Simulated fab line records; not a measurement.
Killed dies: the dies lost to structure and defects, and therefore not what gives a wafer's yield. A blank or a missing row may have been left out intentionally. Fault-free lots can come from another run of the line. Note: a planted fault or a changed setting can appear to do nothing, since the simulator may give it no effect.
What tool caused it? + flow n5Finfet + 27 wafers from 9 lots sampled at 5 of the route's 1938 steps

## WHAT EACH GAUGE READ, for each wafer
N5_START_INSPECT_01: inspects for defects (unpatterned scan). Usual: rawDefectCount reads 6 (standard deviation 3.3).
| lot  | measured    | on               | rawDefectCount | flag |
|------|-------------|------------------|----------------|------|
| L874 | day 1 12:02 | defectInspect-01 | 6 7 11         |      |
| L877 | day 2 06:02 | defectInspect-01 | 6 4 5          |      |
| L878 | day 2 12:02 | defectInspect-02 | 4 5 13         |      |
| L882 | day 3 12:02 | defectInspect-02 | 7 6 7          |      |
| L883 | day 3 18:02 | defectInspect-02 | 6 2 4          |      |
| L884 | day 4 00:02 | defectInspect-01 | 7 3 8          |      |
| L886 | day 4 12:02 | defectInspect-01 | 4 9 9          |      |
| L896 | day 7 00:02 | defectInspect-02 | 4 9 5          |      |
| L897 | day 7 06:02 | defectInspect-02 | 8 8 10         |      |

N5_BEOL_M4_RC_MEAS_101. Usual: CJ_N 4.31, standard deviation 0.079; DIBL_N 36.5 mV/V, standard deviation 1.2; DIBL_P 36.5 mV/V, standard deviation 1.6; IOFF_N 0.162 nA/um, standard deviation 0.023; IOFF_P 0.221 nA/um, standard deviation 0.03; ION_N 678 uA/um, standard deviation 8; ION_P 466 uA/um, standard deviation 6.3; RS_PWELL 3004 ohm/sq, standard deviation 25; SS_N 71.6 mV/dec, standard deviation 0.46; SS_P 73.3 mV/dec, standard deviation 0.57; VT_N 249.2 mV, standard deviation 2.6; VT_P -249 mV, standard deviation 3.3.
| lot  | measured     | on        | CJ_N           | DIBL_N (mV/V)  | DIBL_P (mV/V)  | IOFF_N (nA/um)    | IOFF_P (nA/um)    | ION_N (uA/um) | ION_P (uA/um) | RS_PWELL (ohm/sq) | SS_N (mV/dec)  | SS_P (mV/dec)  | VT_N (mV)         | VT_P (mV)      | flag |
|------|--------------|-----------|----------------|----------------|----------------|-------------------|-------------------|---------------|---------------|-------------------|----------------|----------------|-------------------|----------------|------|
| L874 | day 8 15:49  | prober-02 | 4.42 4.36 4.30 | 38.6 36.6 37.1 | 36.2 34.8 34.5 | 0.178 0.144 0.149 | 0.225 0.207 0.197 | 683 665 679   | 463 460 463   | 3006 2967 3003    | 71.8 71.2 72.2 | 73.7 73.2 72.9 | 247.0 249.8 249.5 | -252 -250 -252 |      |
| L877 | day 10 19:10 | prober-02 | 4.18 4.23 4.29 | 34.9 35.4 36.6 | 33.9 32.9 34.1 | 0.131 0.129 0.145 | 0.212 0.198 0.216 | 674 664 668   | 468 456 469   | 3012 3005 2976    | 71.7 71.5 72.1 | 72.4 72.3 72.4 | 250.3 253.1 250.4 | -247 -251 -247 |      |
| L878 | day 11 01:40 | prober-02 | 4.33 4.40 4.37 | 36.6 37.0 36.9 | 38.9 39.9 39.0 | 0.186 0.209 0.191 | 0.239 0.253 0.232 | 683 693 682   | 467 470 470   | 2998 3031 3032    | 71.1 71.8 71.4 | 74.4 73.7 73.8 | 248.0 244.0 246.5 | -248 -245 -248 |      |
| L882 | day 11 17:20 | prober-02 | 5.15 5.00 5.18 | 35.6 35.6 35.2 | 36.0 36.5 35.2 | 0.147 0.147 0.143 | 0.205 0.210 0.194 | 678 667 679   | 465 458 464   | 2966 2972 2983    | 71.7 71.4 70.9 | 73.0 73.1 73.2 | 252.7 250.1 250.8 | -252 -250 -252 | OFF  |
| L883 | day 12 01:18 | prober-02 | 4.97 5.01 4.90 | 37.6 37.7 37.8 | 37.1 36.4 37.2 | 0.174 0.159 0.172 | 0.229 0.214 0.227 | 679 672 676   | 463 460 468   | 2929 2925 2920    | 71.6 71.2 71.8 | 73.1 73.1 72.6 | 246.9 249.2 247.6 | -248 -249 -252 | OFF  |
| L884 | day 12 02:00 | prober-01 | 4.95 5.03 5.05 | 34.6 38.0 37.0 | 35.7 39.0 37.6 | 0.138 0.193 0.164 | 0.203 0.261 0.230 | 666 682 663   | 463 465 458   | 2914 2924 2915    | 71.1 72.3 71.8 | 72.7 74.4 73.6 | 250.9 245.5 249.4 | -250 -247 -251 | OFF  |
| L886 | day 13 02:02 | prober-02 | 4.43 4.47 4.41 | 37.5 38.3 36.6 | 36.6 38.0 36.3 | 0.181 0.198 0.161 | 0.252 0.271 0.251 | 674 677 673   | 459 466 465   | 3037 3009 3034    | 72.5 72.7 71.7 | 73.3 73.6 72.7 | 250.2 248.7 247.8 | -246 -245 -245 |      |
| L896 | day 15 21:52 | prober-02 | 4.17 4.25 4.12 | 36.5 34.9 34.3 | 36.1 33.7 34.0 | 0.189 0.157 0.154 | 0.268 0.225 0.230 | 692 680 686   | 478 474 477   | 2999 2993 2996    | 71.5 71.4 71.4 | 73.4 72.5 72.6 | 246.6 248.0 248.0 | -241 -245 -246 |      |
| L897 | day 16 07:52 | prober-02 | 4.18 4.22 4.25 | 38.1 37.7 39.2 | 38.1 36.9 38.9 | 0.181 0.170 0.206 | 0.251 0.233 0.258 | 678 691 690   | 468 469 463   | 2992 2991 2987    | 72.3 72.2 72.1 | 74.5 74.4 73.9 | 248.3 249.1 245.9 | -249 -247 -249 |      |

## EACH LOT AND THE TOOL THAT RAN IT (in order: tool; ch and the chambers of the sampled wafers; start)
| lot  | N5_WELL_APT_IMPLANT_32         | N5_PMOS_HMC_CHANNEL_EPI_HM_DEP_34 | N5_PMOS_HMC_CHANNEL_EPI_DESCUM_14 |
|------|--------------------------------|-----------------------------------|-----------------------------------|
| L874 | implanter-02 ch 0, day 1 15:34 | pecvd-02 ch 0,2, day 1 16:55      | rieDiel-02 ch 1,3, day 1 18:49    |
| L877 | implanter-01 ch 0, day 2 09:19 | pecvd-02 ch 1,2, day 2 10:43      | rieDiel-02 ch 0,2,3, day 2 11:06  |
| L878 | implanter-01 ch 0, day 2 15:13 | pecvd-01 ch 1,2, day 2 16:43      | rieDiel-02 ch 0,1,2, day 2 17:13  |
| L882 | implanter-01 ch 0, day 3 15:20 | pecvd-02 ch 1,2, day 3 16:44      | rieDiel-05 ch 0,1,2, day 3 17:05  |
| L883 | implanter-01 ch 0, day 3 22:38 | pecvd-02 ch 0,1,2, day 4 00:02    | rieDiel-03 ch 0,3, day 4 00:32    |
| L884 | implanter-01 ch 0, day 4 03:18 | pecvd-01 ch 0,2, day 4 04:48      | rieDiel-05 ch 1,2,3, day 4 05:19  |
| L886 | implanter-02 ch 0, day 4 15:38 | pecvd-04 ch 0,2, day 4 17:12      | rieDiel-05 ch 0,1, day 4 17:42    |
| L896 | implanter-01 ch 0, day 7 03:28 | pecvd-01 ch 0,1,2, day 7 04:53    | rieDiel-03 ch 0,1,2, day 7 05:22  |
| L897 | implanter-01 ch 0, day 7 09:45 | pecvd-04 ch 0,1, day 7 11:17      | rieDiel-03 ch 0,1, day 7 11:47    |
- N5_WELL_APT_IMPLANT_32
- N5_PMOS_HMC_CHANNEL_EPI_HM_DEP_34: deposits SiO2 from TEOS/O2, target thk 36 nm, time 6.9 s.
- N5_PMOS_HMC_CHANNEL_EPI_DESCUM_14: chemistry O2, time 7.9 s.

## AS READ BY THE TOOLS THEMSELVES (means over the sampled wafers that have a number; for cases with no such wafer, the mark the record gives instead)
N5_WELL_APT_IMPLANT_32. Usual: doseIonsCm2 1.9999e+13, standard deviation 2.1e+10; faradayCurrentUA 253, standard deviation 5.4.
| lot  | tool         | doseIonsCm2 | faradayCurrentUA | flag |
|------|--------------|-------------|------------------|------|
| L874 | implanter-02 | 1.9990e+13  | 256              |      |
| L877 | implanter-01 | 1.9995e+13  | 255              |      |
| L878 | implanter-01 | 2.0008e+13  | 250              |      |
| L882 | implanter-01 | 2.7442e+13  | 347              | OFF  |
| L883 | implanter-01 | 2.7424e+13  | 353              | OFF  |
| L884 | implanter-01 | 2.7417e+13  | 352              | OFF  |
| L886 | implanter-02 | 1.9990e+13  | 252              |      |
| L896 | implanter-01 | 1.9981e+13  | 252              |      |
| L897 | implanter-01 | 1.9998e+13  | 251              |      |

N5_PMOS_HMC_CHANNEL_EPI_HM_DEP_34. Usual: heaterPowerW 545 W, standard deviation 95; rfFwdPowerW 885 W, standard deviation 5.4; showerheadPlenumPTorr 8.36 Torr, standard deviation 0.058; throttleValvePct 18.7 %, standard deviation 1.2.
| lot  | tool     | heaterPowerW (W) | rfFwdPowerW (W) | showerheadPlenumPTorr (Torr) | throttleValvePct (%) | flag |
|------|----------|------------------|-----------------|------------------------------|----------------------|------|
| L874 | pecvd-02 | 445              | 887             | 8.38                         | 19.0                 |      |
| L877 | pecvd-02 | 525              | 885             | 8.33                         | 19.5                 |      |
| L878 | pecvd-01 | 597              | 878             | 8.29                         | 18.1                 |      |
| L882 | pecvd-02 | 539              | 890             | 8.33                         | 17.6                 |      |
| L883 | pecvd-02 | 472              | 888             | 8.37                         | 17.8                 |      |
| L884 | pecvd-01 | 710              | 880             | 8.29                         | 18.5                 |      |
| L886 | pecvd-04 | 606              | 883             | 8.40                         | 18.0                 |      |
| L896 | pecvd-01 | 561              | 883             | 8.29                         | 18.9                 |      |
| L897 | pecvd-04 | 562              | 884             | 8.40                         | 20.2                 |      |

N5_PMOS_HMC_CHANNEL_EPI_DESCUM_14. Usual: biasPowerW 20.00 W (standard deviation 0.062); drypumpMotorCurrentA 5.7 A (standard deviation 0.4); oesProductAu 0.78 a.u. (standard deviation 0.087); rfFwdPowerW 49.50 W (standard deviation 0.19); rfVppV 243.0 V (standard deviation 1.3); showerheadPlenumPTorr 2.09 Torr (standard deviation 0.064); throttleValvePct 20.49 % (standard deviation 0.19).
| lot  | tool       | biasPowerW (W) | drypumpMotorCurrentA (A) | oesProductAu (a.u.) | rfFwdPowerW (W) | rfVppV (V) | showerheadPlenumPTorr (Torr) | throttleValvePct (%) | flag |
|------|------------|----------------|--------------------------|---------------------|-----------------|------------|------------------------------|----------------------|------|
| L874 | rieDiel-02 | 20.00          | 5.7                      | 0.79                | 49.50           | 241.3      | 2.02                         | 20.51                |      |
| L877 | rieDiel-02 | 19.97          | 5.6                      | 0.80                | 49.53           | 243.0      | 2.08                         | 20.48                |      |
| L878 | rieDiel-02 | 19.96          | 5.5                      | 0.81                | 49.61           | 242.5      | 2.08                         | 20.59                |      |
| L882 | rieDiel-05 | 19.97          | 5.8                      | 0.79                | 49.43           | 242.9      | 2.10                         | 20.37                |      |
| L883 | rieDiel-03 | 20.01          | 5.6                      | 0.78                | 49.50           | 244.2      | 2.19                         | 20.47                |      |
| L884 | rieDiel-05 | 20.00          | 6.0                      | 0.80                | 49.57           | 243.2      | 2.10                         | 20.50                |      |
| L886 | rieDiel-05 | 19.94          | 5.5                      | 0.87                | 49.45           | 243.5      | 2.12                         | 20.20                |      |
| L896 | rieDiel-03 | 19.99          | 5.8                      | 0.76                | 49.37           | 242.6      | 2.09                         | 20.54                |      |
| L897 | rieDiel-03 | 19.97          | 5.9                      | 0.80                | 49.38           | 244.0      | 2.15                         | 20.49                |      |

## THE ANSWER, worked out from the rows above alone
Rule: take the mean of a lot's wafers that have a number; if it is more than 3 standard deviations from the usual mean, the lot is off. A lot without any number at a reading at which 4 lots or more have one is off too. The other lots that the step has rows for count as sound. Order of review: gauges by route order, followed by the tools' own readings, for which a lot's mean as printed above is used. The first step at which some lot is off is used, and at that step the reading that is off furthest; a lot without a number counts as furthest.
Off: L882, L883, L884, seen at N5_BEOL_M4_RC_MEAS_101 (CJ_N).
If a tool, at a process step before that reading, ran all the lots that are off and no sound lot after the first of them, it fits. Not tried: the gauges at N5_BEOL_M4_RC_MEAS_101; whatever is off there is also off at N5_WELL_APT_IMPLANT_32, on other tools, and gauge error can't account for it. None of those tried fits.

## WHAT WAS PUT IN BY THE SIMULATOR
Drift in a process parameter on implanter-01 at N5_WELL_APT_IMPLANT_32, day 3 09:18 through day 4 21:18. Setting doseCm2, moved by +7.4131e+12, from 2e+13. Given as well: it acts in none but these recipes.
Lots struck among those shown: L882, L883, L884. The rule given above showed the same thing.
